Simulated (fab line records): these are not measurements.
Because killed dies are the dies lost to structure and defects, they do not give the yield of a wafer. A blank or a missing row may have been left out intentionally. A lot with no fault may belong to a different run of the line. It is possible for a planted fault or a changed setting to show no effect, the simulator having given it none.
Problem report, 8D (eight disciplines) form, completed by code :: flow nand_harc :: the parts of the form that need people (team, actions taken, sign-off) are left out

== 1. THE PROBLEM ==
A mean of 183 is read at NHARC_END_SORT_01 for killed_at_array, taken on 1 wafer of 1 lot, against 54 (standard deviation 21) on wafers free of any fault. That puts it +6.1 standard deviations away from the usual mean.
Earliest sighting: wafer L212.6 on prober-02 at day 30 13:26. The record holds 3 wafers of 1 lot with a number at this step. The rule behind "out" and "out of limits": a value lying over 4 standard deviations away from the usual mean. The rest of the wafers with a number are treated as sound.

== 2. WHAT IT IS, AND WHAT IT ISN'T ==
question: which readings at this step
is: killed_at_array, killed_dies
is not: killed_at_other, killed_at_periphery, killed_open

question: which lots
is: L212
is not: -

question: which wafers of those lots
is: L212.6
is not: L212.1, L212.3

question: read on which gauges
is: prober-02
is not: -

question: when
is: from day 30 13:26
is not: up to then (2 sound wafers)

== 3. WHAT RULES OUT EACH SUSPECT ==
Counting: if a tool at a process step up to the reading ran every lot that is out, it stays a suspect. Sound lots after the first of them don't rule it out here, since some wafers of a struck lot are sound.
- ruled out: the gauge at NHARC_END_SORT_01. All the wafers that are out were read on prober-02, but those of them that NHARC_A_CHANNEL_FILL_D2_ETCHBACK_20 has rows for are out there too, on other tools.
- har_etch-02 at NHARC_A_CHANNEL_HOLE_D2_ETCH_27 (etches the open film in C4F8/O2/Ar, time 90 s, target depth 400 nm): kept. It ran the lot that is out, L212 (day 19 14:29).
- rie_diel-11 at NHARC_A_CHANNEL_FILL_D2_ETCHBACK_20 (etches the open film in C4F8/O2/Ar, target depth 27 nm, time 13.5 s): kept. It ran the lot that is out, L212 (day 20 16:23). Its own readings are out on those wafers: run_length_s.
- rie_diel-11 at NHARC_A_CHANNEL_FILL_D2_STRIP_28 (strips in O2, time 20 s): kept. It ran the lot that is out, L212 (day 20 16:29).
- rie_diel-07 at NHARC_A_CHANNEL_FILL_D2_ETCHBACK_08 (etches the open film in C4F8, target depth 220 nm, time 110 s): kept. It ran the lot that is out, L212 (day 30 09:28). NHARC_A_CHANNEL_FILL_D2_ETCHBACK_08 gives no start for some lots, so the hours and the order of its lots are those of NHARC_END_SORT_01.
- Within rie_diel-11 at NHARC_A_CHANNEL_FILL_D2_ETCHBACK_20: the wafers that are out ran in chamber 3; their sound lot-mates ran in chambers 0, 2.
- Within rie_diel-07 at NHARC_A_CHANNEL_FILL_D2_ETCHBACK_08: the wafers that are out ran in chamber 2; their sound lot-mates ran in chambers 0, 3.
Left after counting: har_etch-02 at NHARC_A_CHANNEL_HOLE_D2_ETCH_27, rie_diel-11 at NHARC_A_CHANNEL_FILL_D2_ETCHBACK_20, rie_diel-11 at NHARC_A_CHANNEL_FILL_D2_STRIP_28, rie_diel-07 at NHARC_A_CHANNEL_FILL_D2_ETCHBACK_08.

== 4. THE CAUSE (what the simulator had put in) ==
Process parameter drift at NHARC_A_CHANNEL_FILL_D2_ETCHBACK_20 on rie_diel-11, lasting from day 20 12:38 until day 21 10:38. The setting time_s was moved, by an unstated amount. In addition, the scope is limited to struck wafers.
This tool is one of the 4 suspects left after counting.

== 5. SEQUENCE OF EFFECTS, ordered by route ==
Each row: a reading whose mean over the struck wafers that have a number lies more than 3 standard deviations from the usual. Scope: only readings with a usual standard deviation given in the record; hours: median across lots of the time from each lot's start at the first step in this table that gives one to its start at this step; sigmas: change in usual standard deviations.
hours: 0
step: NHARC_A_CHANNEL_FILL_D2_ETCHBACK_20
reading: run_length_s
usual: 34.5 s
on struck wafers: 29.9
change: -4.6
sigmas: -11

hours: 237
step: NHARC_END_SORT_01
reading: killed_at_array
usual: 54
on struck wafers: 183
change: +129
sigmas: +6.1

hours: 237
step: NHARC_END_SORT_01
reading: killed_dies
usual: 58
on struck wafers: 186
change: +128
sigmas: +6.1

hours: 237
step: NHARC_END_SORT_01
reading: killed_short
usual: 2.6
on struck wafers: 9.0
change: +6.4
sigmas: +3.6
It contains these process steps:
- NHARC_A_CHANNEL_FILL_D2_ETCHBACK_20: etches the open film in C4F8/O2/Ar, target depth 27 nm, time 13.5 s.

== 6. WHAT WOULD HAVE CAUGHT IT SOONER ==
In this record the first reading out of limits at a measuring or inspecting step was taken at day 30 13:26, 241 hours after the fault began at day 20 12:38.
Tool's own readings at NHARC_A_CHANNEL_FILL_D2_ETCHBACK_20, run_length_s: out on all struck wafers the step has rows for; an alarm limit on them would have tripped on the first.
All the lots that are out (1) had begun NHARC_A_CHANNEL_FILL_D2_ETCHBACK_20 on rie_diel-11 by day 30 13:26. Had the tool been put on hold then, not one of them would have been saved.
